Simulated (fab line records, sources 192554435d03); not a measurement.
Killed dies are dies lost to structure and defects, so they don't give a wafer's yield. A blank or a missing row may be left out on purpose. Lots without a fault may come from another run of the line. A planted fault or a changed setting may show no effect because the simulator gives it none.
One fault seen from 2 desks | flow n5_finfet | each desk has only its own numbers; what lay behind them comes last

THE METROLOGY DESK
What the gauges read, lot by lot, whatever tool the lot ran on: means of the sampled wafers that have a number. A lot is out of limits, marked OUT, if its mean lies more than 4 standard deviations from the usual mean; the brackets give that distance. Of its 10 readings 7 are shown: those that lie furthest out on some lot.
Columns: A = DIBL_N at N5_BEOL_M4_RC_MEAS_101, usual 36.8 mV/V; B = ION_N at N5_BEOL_M4_RC_MEAS_101, usual 675 uA/um; C = ION_P at N5_BEOL_M4_RC_MEAS_101, usual 463 uA/um; D = SS_N at N5_BEOL_M4_RC_MEAS_101, usual 71.6 mV/dec; E = SS_P at N5_BEOL_M4_RC_MEAS_101, usual 73.4 mV/dec; F = VT_N at N5_BEOL_M4_RC_MEAS_101, usual 249 mV; G = VT_P at N5_BEOL_M4_RC_MEAS_101, usual -250 mV
lot  | first seen here | A    | B   | C   | D    | E    | F   | G
L335 | day 8 08:44     | 37.2 | 671 | 458 | 71.9 | 74.1 | 249 | -254
L336 | day 8 19:42     | 37.1 | 688 | 465 | 71.9 | 73.7 | 247 | -248
L346 | day 11 05:59    | 36.3 | 678 | 469 | 71.1 | 73.2 | 252 | -249
L352 | day 13 04:35    | 38.0 | 686 | 464 | 71.9 | 74.0 | 250 | -251
L357 | day 15 01:38    | 38.3 | 675 | 460 | 72.4 | 73.9 | 249 | -248
This desk's finding: nothing out of limits on any of the 5 lots.

THE TOOL OWNER'S DESK: cvd_co-01
The tool's own readings at N5_BEOL_M0_CO_CAP_123 (material Co, precursor CCTBA/H2, target thk 2 nm, time 102.1 s): means of the sampled wafers that have a number, for each lot that ran on this tool. A lot is out of limits, marked OUT, if its mean lies more than 4 standard deviations from the usual mean; the brackets give that distance.
Columns: A = heater_power_w at N5_BEOL_M0_CO_CAP_123, usual 237 W; B = run_length_s at N5_BEOL_M0_CO_CAP_123, usual 125.0 s
lot  | first seen here | A   | B
L335 | day 5 22:31     | 253 | 125.2
L336 | day 6 12:08     | 232 | 124.7
L346 | day 9 00:05     | 236 | 141.1 (+28) OUT
This desk's finding: out of limits on L346; first on L346, day 9 00:05 (run_length_s at N5_BEOL_M0_CO_CAP_123). In limits: L335, L336.

PUT TOGETHER
The tool owner's desk could have raised an alarm at day 9 00:05, on L346.
The metrology desk saw nothing out of limits.
The metrology desk has L346 on record, within its limits.
Of the lots named, all ran N5_BEOL_M0_CO_CAP_123 on cvd_co-01.

WHAT THE SIMULATOR HAD PUT IN
Process parameter drift: cvd_co-01, from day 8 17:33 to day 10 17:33, at N5_BEOL_M0_CO_CAP_123. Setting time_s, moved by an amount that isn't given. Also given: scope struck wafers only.
Lots struck among those shown: L346.
Hours from the fault's start to each desk's first reading out of limits: the tool owner's desk, 7.
